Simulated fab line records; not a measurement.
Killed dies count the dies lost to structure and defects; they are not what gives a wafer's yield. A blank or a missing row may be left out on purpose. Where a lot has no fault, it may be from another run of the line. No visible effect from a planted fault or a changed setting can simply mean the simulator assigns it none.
Lot-split experiment | flow n5 finfet | 39 wafers read from 7 lots, route of 1938 steps

## THE SPLIT
At N5_ZERO_LAYER_PECVD_02 (deposits SiO2 from SiH4/N2O, target thk 10 nm, time 6 s), the setting target thk a was moved away from the recipe's 100 angstrom on 9 of the 39 wafers read, by +4.8% to +14.2%. All remaining wafers had this setting at the recipe value.

The reading comes from the split's own step.

## THE READING
SiO2_of_ZERO_LAYER_PECVD_02.thk nm (the simulator's own value, which no gauge read), in nm, at N5_ZERO_LAYER_PECVD_02 (deposits SiO2 from SiH4/N2O, target thk 10 nm, time 6 s). No usual value for it is given in the file. Here, 30 wafers ran the recipe; their average is 9.993 nm with a standard deviation of 0.18 nm.

wafer  | tool, chamber at the split | target thk a as run, angstrom | against the recipe | SiO2_of_ZERO_LAYER_PECVD_02.thk nm, nm | against lot-mates on the recipe
L076.1 | pecvd-04, 2                | 100                           | recipe             | 9.986                                  | -
L076.2 | pecvd-04, 0                | 100                           | recipe             | 9.87                                   | -
L076.3 | pecvd-04, 0                | 111.4                         | +11.4%             | 11.05                                  | +1.114
L076.4 | pecvd-04, 2                | 111.4                         | +11.4%             | 11.11                                  | +1.174
L076.5 | pecvd-04, 0                | 100                           | recipe             | 9.953                                  | -
L076.6 | pecvd-04, 2                | 111.4                         | +11.4%             | 11.22                                  | +1.284
L079.1 | pecvd-01, 1                | 100                           | recipe             | 9.911                                  | -
L079.2 | pecvd-01, 2                | 100                           | recipe             | 9.915                                  | -
L079.3 | pecvd-01, 0                | 100                           | recipe             | 9.815                                  | -
L079.4 | pecvd-01, 2                | 100                           | recipe             | 10.25                                  | -
L079.5 | pecvd-01, 0                | 100                           | recipe             | 10.11                                  | -
L079.6 | pecvd-01, 1                | 100                           | recipe             | 10.07                                  | -
L081.1 | pecvd-04, 1                | 114.2                         | +14.2%             | 11.31                                  | +1.463
L081.2 | pecvd-04, 0                | 100                           | recipe             | 9.706                                  | -
L081.3 | pecvd-04, 2                | 114.2                         | +14.2%             | 11.06                                  | +1.213
L081.4 | pecvd-04, 1                | 100                           | recipe             | 9.862                                  | -
L081.5 | pecvd-04, 2                | 114.2                         | +14.2%             | 11.09                                  | +1.243
L081.6 | pecvd-04, 0                | 100                           | recipe             | 9.973                                  | -
L084.1 | pecvd-03, 1                | 100                           | recipe             | 9.773                                  | -
L084.2 | pecvd-03, 2                | 100                           | recipe             | 9.758                                  | -
L084.3 | pecvd-03, 0                | 100                           | recipe             | 9.92                                   | -
L084.4 | pecvd-03, 2                | 100                           | recipe             | 10.03                                  | -
L084.5 | pecvd-03, 1                | 100                           | recipe             | 9.924                                  | -
L084.6 | pecvd-03, 0                | 100                           | recipe             | 10.06                                  | -
L085.2 | pecvd-01, 1                | 100                           | recipe             | 10.07                                  | -
L085.3 | pecvd-01, 2                | 100                           | recipe             | 10.18                                  | -
L085.6 | pecvd-01, 2                | 100                           | recipe             | 10.45                                  | -
L092.1 | pecvd-03, 0                | 100                           | recipe             | 10.18                                  | -
L092.2 | pecvd-03, 2                | 100                           | recipe             | 9.978                                  | -
L092.3 | pecvd-03, 1                | 100                           | recipe             | 10.11                                  | -
L092.4 | pecvd-03, 2                | 100                           | recipe             | 9.94                                   | -
L092.5 | pecvd-03, 1                | 100                           | recipe             | 10.21                                  | -
L092.6 | pecvd-03, 0                | 100                           | recipe             | 10.36                                  | -
L094.1 | pecvd-04, 2                | 100                           | recipe             | 9.979                                  | -
L094.2 | pecvd-04, 0                | 100                           | recipe             | 9.783                                  | -
L094.3 | pecvd-04, 1                | 104.8                         | +4.8%              | 10.07                                  | +0.263
L094.4 | pecvd-04, 0                | 104.8                         | +4.8%              | 10.46                                  | +0.653
L094.5 | pecvd-04, 1                | 100                           | recipe             | 9.658                                  | -
L094.6 | pecvd-04, 2                | 104.8                         | +4.8%              | 10.59                                  | +0.783

FIT RESULTS
A straight line over all 39 wafers: SiO2_of_ZERO_LAYER_PECVD_02.thk nm changes by +0.0881 nm for each +1% of target thk a; r = +0.91; the points scatter about the line by 0.19 nm.
The same after taking each lot's own level away (the mean of its wafers on the recipe; 39 wafers): +0.0976 nm for each +1%; r = +0.96; scatter 0.14 nm.
The reading moves by 1.4 nm for the largest change in target thk a, on that fit.
From 9.8067 to 10.2333 nm: that is the span of the lots' own levels, equal to 2.3 times the standard deviation above.
Consequently the slope shifts little with the lot-to-lot level, the two slopes agreeing.
Check: for one of the wafers moved furthest among these (+14.2%), held out of the fit, the line's prediction against its lot-mates is +1.38 nm. Against them it came out at +1.46 nm.

## FILE'S OWN FIT
SiO2_of_ZERO_LAYER_PECVD_02.thk nm changes by +0.0982 nm for each +1% of target thk a, r = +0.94.
